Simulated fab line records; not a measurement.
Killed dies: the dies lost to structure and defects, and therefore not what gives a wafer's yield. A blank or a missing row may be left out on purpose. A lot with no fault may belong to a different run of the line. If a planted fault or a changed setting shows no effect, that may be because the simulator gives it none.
fab line records    flow nandHarc
[record] lots = 5  wafers = 15  lastDay = 32
route steps=1302 shown A_CHANNEL_HOLE_D2@604 A_CHANNEL_FILL_D2@610 END@1302
lots untouched by any fault: they come from a run of this same line in which no faults occurred
startH: the number of hours between the record's first day and the start of the first shown wafer of the lot    waitH: hours elapsed since this lot's preceding step    " the same as in the row above    L1.1+2: several wafers, shown together as one row    - no value, or no start was given    * or withheld: withheld    < > ~ a bound
route shown NAME@n: NAME is a module with steps in the file, n the number in the route of the first one    usual: average and standard deviation across the fault-free wafers    same: alike in all rows    chamber/n: place in a boat    sites: the reading at each site    _std_site: how widely they spread, as a standard deviation    _edge_site: inner sites' mean taken away from outer sites' mean    radiusMm: how far each site lies from the wafer's centre    mask NAME#n: copy n    behind: tool/chamber where the wafer was last shaped    hold: reason for holding the lot/hours on hold/outcome of the hold    device: the n, p or np transistor that did not switch    end of line: tests run on the same wafers once the route is complete    a step with no rows: only its recipe    killed: at the first sort, the dies lost to defects and structure; wafer yield is something else    map: a wafer's dies, x killed, . not, _ none there
set.NAME: the setting that was run; set.NAME@STEP: the one run at that earlier step    model.NAME: the simulator's own value behind a step, which no gauge read
certain route steps with their lots: each step a table, each wafer a row
services: from which hour (startH, from the record's first day; less than 0 if before it) a tool's chamber was out of use, for how many hours, and why
[[steps]]
[step NHARC_A_CHANNEL_HOLE_D2_STRIP_28]
[recipe] o2FlowSccm = 500  arFlowSccm = 0  biasW = 0  chemistry = O2
[usual] drypumpMotorCurrentA = 5.8/0.56  oesProductAu = 0.999/0.0069  rfVppV = 58.0/0.87  showerheadPlenumPTorr = 3.63/0.12  throttleValvePct = 17.035/0.0086
lot.wafer  tool        chamber  startH  waitH  drypumpMotorCurrentA  oesProductAu  rfHoursCounterH  rfVppV  showerheadPlenumPTorr  throttleValvePct
L386.3     rieDiel-09  2        -       -      6.2                   1.013         9                58.7    3.54                   17.032
L386.1     "           0        "       "      5.7                   0.999         9                57.6    3.78                   17.032
L386.6     "           0        "       "      5.7                   0.991         -                57.6    3.78                   17.048
L394.1     rieDiel-04  0        -       -      5.4                   1.006         1                58.1    3.69                   17.025
L394.2     "           1        "       "      5.4                   0.999         0                57.2    3.55                   17.029
L394.5     "           1        "       "      5.4                   1.004         -                58.4    3.55                   17.019
L400.1     rieDiel-01  2        -       -      5.3                   0.993         3                56.0    3.50                   17.024
L400.4     "           0        "       "      5.0                   0.991         3                58.6    3.71                   17.031
L400.6     "           2        "       "      5.3                   0.992         -                58.1    3.50                   17.053
L404.3     rieDiel-01  2        -       -      5.3                   1.006         5                57.5    3.50                   17.046
L404.1     "           3        "       "      6.5                   1.011         6                58.4    3.52                   17.042
L404.6     "           1        "       "      5.4                   1.002         -                57.5    3.76                   17.039
L408.3     rieDiel-04  2        -       -      6.3                   0.994         8                58.5    3.77                   17.040
L408.5     "           2        "       "      6.3                   0.993         -                59.2    3.77                   17.037
L408.6     "           3        "       "      6.7                   0.998         -                58.2    3.43                   17.026
[step NHARC_A_CHANNEL_HOLE_D2_PRECLEAN_29]
[recipe] timeS = *  tempC = 50  bathAgeMin = 0  chemistry = SC1
[step NHARC_A_CHANNEL_HOLE_D2_SRD_30]
[step NHARC_A_CHANNEL_HOLE_D2_CD_MEAS_31]
[usual] cdNm = 90.3/0.89
lot.wafer  tool      chamber  startH  waitH  cdNm
L386.1     cdSem-03  -        297.73  -      90.4
L386.3     "         -        "       "      90.9
L386.6     "         -        "       "      90.4
L394.1     cdSem-01  -        383.46  -      89.7
L394.2     "         -        "       "      89.3
L394.5     "         -        "       "      88.5
L400.1     cdSem-02  -        440.61  -      90.9
L400.4     "         -        "       "      88.8
L400.6     "         -        "       "      90.2
L404.1     cdSem-02  -        479.41  -      90.0
L404.3     "         -        "       "      91.3
L404.6     "         -        "       "      90.1
L408.3     cdSem-01  -        522.02  -      90.2
L408.5     "         -        "       "      90.2
L408.6     "         -        "       "      90.5
[step NHARC_A_CHANNEL_HOLE_D2_XSEM_32]
[recipe] landingEnergyEv = 35000
[usual] botCdNm = 74.7/1.1  bowNm = 8.62/0.27  tiltDeg = 0.06/0.038
lot.wafer  tool     chamber  startH  waitH  botCdNm  bowNm  tiltDeg
L386.1     xsem-01  0        297.82  0.1    75.0     8.36   0.03
L386.3     "        0        "       "      75.4     8.31   0.03
L386.6     "        0        "       "      75.5     8.33   0.03
L394.1     xsem-02  0        383.56  0.1    74.2     8.65   0.01
L394.2     "        0        "       "      73.1     8.59   0.01
L394.5     "        0        "       "      72.0     8.59   0.01
L400.1     xsem-02  0        440.71  0.1    76.1     8.60   0.04
L400.4     "        0        "       "      73.9     8.58   0.04
L400.6     "        0        "       "      76.2     8.58   0.04
L404.1     xsem-01  0        479.49  0.1    73.8     8.84   0.02
L404.3     "        0        "       "      75.7     8.86   0.02
L404.6     "        0        "       "      74.9     8.89   0.03
L408.3     xsem-02  0        522.12  0.1    74.1     8.72   0.03
L408.5     "        0        "       "      74.5     8.66   0.03
L408.6     "        0        "       "      75.4     8.69   0.03
[step NHARC_A_CHANNEL_HOLE_D2_INSPECT_40]
[usual] rawDefectCount = 285/88
lot.wafer  tool              chamber  startH  waitH  rawDefectCount
L386.1     defectInspect-02  -        297.92  -      220
L386.3     "                 -        "       "      135
L386.6     "                 -        "       "      214
L394.1     defectInspect-02  -        383.66  -      268
L394.2     "                 -        "       "      368
L394.5     "                 -        "       "      380
L400.1     defectInspect-02  -        440.80  -      215
L400.4     "                 -        "       "      317
L400.6     "                 -        "       "      172
L404.1     defectInspect-02  -        479.59  -      364
L404.3     "                 -        "       "      336
L404.6     "                 -        "       "      342
L408.3     defectInspect-01  -        522.21  -      269
L408.5     "                 -        "       "      215
L408.6     "                 -        "       "      205
[step NHARC_A_CHANNEL_FILL_D2_PRECLEAN_00]
[recipe] timeS = *  tempC = 50  bathAgeMin = 0  chemistry = SC1
[step NHARC_A_CHANNEL_FILL_D2_SRD_01]
[step NHARC_A_CHANNEL_FILL_D2_ALD_02]
[recipe] targetThkA = 60  pulseTimeS = 10  aldCycles = 60  tempC = 300  material = SiO2
[usual] aldCycles = 60/0  heaterPowerW = 436/41  precursorPulseHeightRel = 1.000/0.017  susceptorTempC = 300.01/0.17
lot.wafer  tool      chamber  startH  waitH  aldCycles  heaterPowerW  precursorPulseHeightRel  susceptorTempC
L386.3     aldHk-03  0        298.11  -      60         445           1.003                    -
L386.1     "         3        "       "      60         404           0.998                    -
L386.6     "         0        "       "      60         436           1.023                    -
L394.2     aldHk-03  2        383.93  -      60         477           0.996                    299.90
L394.1     "         3        "       "      60         404           0.988                    300.01
L394.5     "         1        "       "      60         421           1.024                    299.82
L400.4     aldHk-01  3        441.08  -      60         365           1.035                    299.97
L400.1     "         0        "       "      60         483           0.978                    299.94
L400.6     "         2        "       "      60         427           1.002                    300.00
L404.3     aldHk-02  2        479.85  -      60         496           1.010                    299.80
L404.1     "         0        "       "      60         399           0.983                    300.07
L404.6     "         1        "       "      60         438           0.978                    300.22
L408.3     aldHk-03  2        522.62  -      60         484           1.015                    299.95
L408.6     "         3        "       "      60         403           0.988                    300.02
L408.5     "         0        "       "      60         432           1.017                    299.86
[step NHARC_A_CHANNEL_FILL_D2_ALD_03]
[recipe] targetThkA = 60  pulseTimeS = 60  aldCycles = 58  tempC = 630  pressureTorr = 2  material = SiNx
[usual] aldCycles = 58/0  precursorPulseHeightRel = 0.999/0.02  susceptorTempC = 630.04/0.28
lot.wafer  tool            chamber  startH  waitH  aldCycles  precursorPulseHeightRel  susceptorTempC
L386.1     aldSinBatch-03  0        -       -      58         0.987                    630.25
L386.3     "               0        "       "      58         1.051                    630.27
L386.6     "               0        "       "      58         1.018                    630.02
L394.1     aldSinBatch-01  0        -       -      58         0.973                    629.87
L394.2     "               0        "       "      58         0.996                    629.85
L394.5     "               0        "       "      58         0.996                    629.80
L400.1     aldSinBatch-01  0        -       -      58         0.976                    -
L400.4     "               0        "       "      58         0.980                    -
L400.6     "               0        "       "      58         0.974                    -
L404.1     aldSinBatch-03  0        -       -      58         1.008                    -
L404.3     "               0        "       "      58         0.995                    -
L404.6     "               0        "       "      58         0.978                    -
L408.3     aldSinBatch-03  0        -       -      58         0.974                    -
L408.5     "               0        "       "      58         1.011                    -
L408.6     "               0        "       "      58         0.972                    -
[step NHARC_A_CHANNEL_FILL_D2_ALD_14]
[recipe] targetThkA = 25  pulseTimeS = 10  aldCycles = 25  tempC = 300  material = SiO2
[usual] aldCycles = 25/0  heaterPowerW = 442/38  precursorPulseHeightRel = 1.000/0.02  susceptorTempC = 299.98/0.21
lot.wafer  tool      chamber  startH  waitH  aldCycles  heaterPowerW  precursorPulseHeightRel  susceptorTempC
L386.1     aldHk-03  1        306.25  1.1    25         431           1.003                    299.65
L386.3     "         0        "       "      25         452           1.000                    300.08
L386.6     "         1        "       "      25         432           1.010                    299.71
L394.1     aldHk-01  1        390.88  0.0    25         409           1.030                    -
L394.2     "         2        "       "      25         417           0.993                    -
L394.5     "         1        "       "      25         418           1.013                    -
L400.4     aldHk-02  2        446.66  0.3    25         506           0.999                    299.71
L400.1     "         0        "       "      25         383           1.015                    300.06
L400.6     "         2        "       "      25         513           0.969                    300.07
L404.1     aldHk-02  1        486.76  0.0    25         436           0.992                    299.60
L404.3     "         3        "       "      25         464           0.990                    299.96
L404.6     "         2        "       "      25         495           0.959                    300.04
L408.3     aldHk-03  2        529.43  0.1    25         482           0.993                    299.95
L408.5     "         1        "       "      25         439           0.986                    300.20
L408.6     "         2        "       "      25         471           0.979                    299.89
[step NHARC_A_CHANNEL_FILL_D2_ALD_15]
[recipe] targetThkA = 20  pulseTimeS = 60  aldCycles = 19  tempC = 630  pressureTorr = 2  material = SiNx
[step NHARC_A_CHANNEL_FILL_D2_ALD_16]
[recipe] targetThkA = 15  pulseTimeS = 10  aldCycles = 15  tempC = 300  material = SiO2
[usual] aldCycles = 15/0  heaterPowerW = 434/40  precursorPulseHeightRel = 1.001/0.021  susceptorTempC = 300.00/0.21
lot.wafer  tool      chamber  startH  waitH  aldCycles  heaterPowerW  precursorPulseHeightRel  susceptorTempC
L386.1     aldHk-03  0        311.59  0.2    15         440           1.023                    299.77
L386.3     "         1        "       "      15         429           1.028                    299.67
L386.6     "         3        "       "      15         401           1.022                    300.23
L394.1     aldHk-01  3        396.10  0.1    15         362           1.021                    299.85
L394.2     "         1        "       "      15         427           1.028                    300.37
L394.5     "         3        "       "      15         359           1.009                    299.68
L400.1     aldHk-01  2        451.78  0.2    15         425           1.012                    299.95
L400.4     "         3        "       "      15         360           1.002                    300.28
L400.6     "         3        "       "      17         361           1.031                    299.73
L404.1     aldHk-02  1        491.96  0.1    15         425           1.009                    299.60
L404.3     "         2        "       "      15         489           0.990                    299.84
L404.6     "         1        "       "      15         441           0.987                    299.81
L408.3     aldHk-03  3        534.61  0.1    15         410           1.008                    299.76
L408.6     "         1        "       "      15         428           0.998                    299.91
L408.5     "         2        "       "      15         472           1.045                    300.31
[step NHARC_A_CHANNEL_FILL_D2_ANNEAL_17]
[recipe] tempC = 850  timeS = 1800
[step NHARC_END_SORT_01]
[recipe] tempC = 25
[usual] killedAtArray = 59/19  killedAtOther = 0.6/0.85  killedAtPeriphery = 3.8/2.5  killedDies = 64/19  killedOpen = 3.3/1.8  killedShort = 2.2/1.6
[same] grossDies = 677
lot.wafer  tool       chamber  startH  waitH  killedAtArray  killedAtOther  killedAtPeriphery  killedDies  killedOpen  killedShort
L400.6     prober-02  0        711.19  4.0    37             2              5                  44          4           0
// killed by level:class
L400.6 A_CHANNEL_HOLE_D2:chamberFilmFlake=22 A_CHANNEL_HOLE_D1:chamberFilmFlake=6 P_ZERO_WELL:chamberFilmFlake=2 P_M0:chamberFilmFlake=2 A_SLIT:chamberFilmFlake=2 A_CONTACT:chamberFilmFlake=2 THIN_TSV:chamberFilmFlake=2 P_GATE:geometricParticle:open=1
[[services]]
tool            chamber  startH  hours  kind
rieDiel-01      0        277.26  3.5    repair
aldHk-03        -        285.65  2.3    repair
rieDiel-01      0        298.87  1.5    repair
rieDiel-01      3        328.72  4.2    repair
aldHk-02        -        349.16  10.0   pm
rieDiel-04      -        354.94  9.0    pm
rieDiel-01      1        362.88  9.2    repair
rieDiel-04      1        367.52  6.1    repair
xsem-01         -        374.00  14.0   pm
rieDiel-01      -        380.80  9.0    pm
aldHk-03        -        391.48  10.0   pm
rieDiel-04      3        391.62  19.5   repair
rieDiel-04      1        429.84  5.4    repair
rieDiel-04      2        452.62  6.5    repair
rieDiel-01      1        463.63  7.7    repair
rieDiel-01      2        469.07  6.4    repair
rieDiel-04      -        472.34  0.3    repair
aldHk-01        -        474.00  10.0   pm
rieDiel-04      0        496.20  5.7    repair
rieDiel-04      3        501.64  4.6    repair
aldSinBatch-01  -        506.00  26.0   pm
rieDiel-01      0        513.02  4.2    repair
xsem-01         -        519.89  3.5    repair
rieDiel-01      2        523.54  8.7    repair
[[key]]
[firstSign] step = NHARC_A_CHANNEL_FILL_D2_ALD_16  reading = aldCycles  direction = up  sigmas = 99+  usual = 15  struck = 17
effect none on later readings
metAt NHARC_A_CHANNEL_FILL_D2_ALD_16
struckWafers L400.6
testerLeftOut L400
onsetBetween 396.10 451.78
[fault] kind = processParameterDrift  tool = aldHk-01  chamber = -  onsetH = 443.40  steps = NHARC_A_CHANNEL_FILL_D2_ALD_16  channel = aldCycles  offset = 2  shape = step  endH = 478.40  scope = struckWafersOnly  actsIn = theseRecipesOnly  stated = 15
// testerLeftOut: of these lots the tester's yield and bins aren't shown, on N5 and GAA mostly nor the transistor test; their killed dies are dies lost to structure and defects alone, not to doping, threshold or leakage, so they don't give the yield
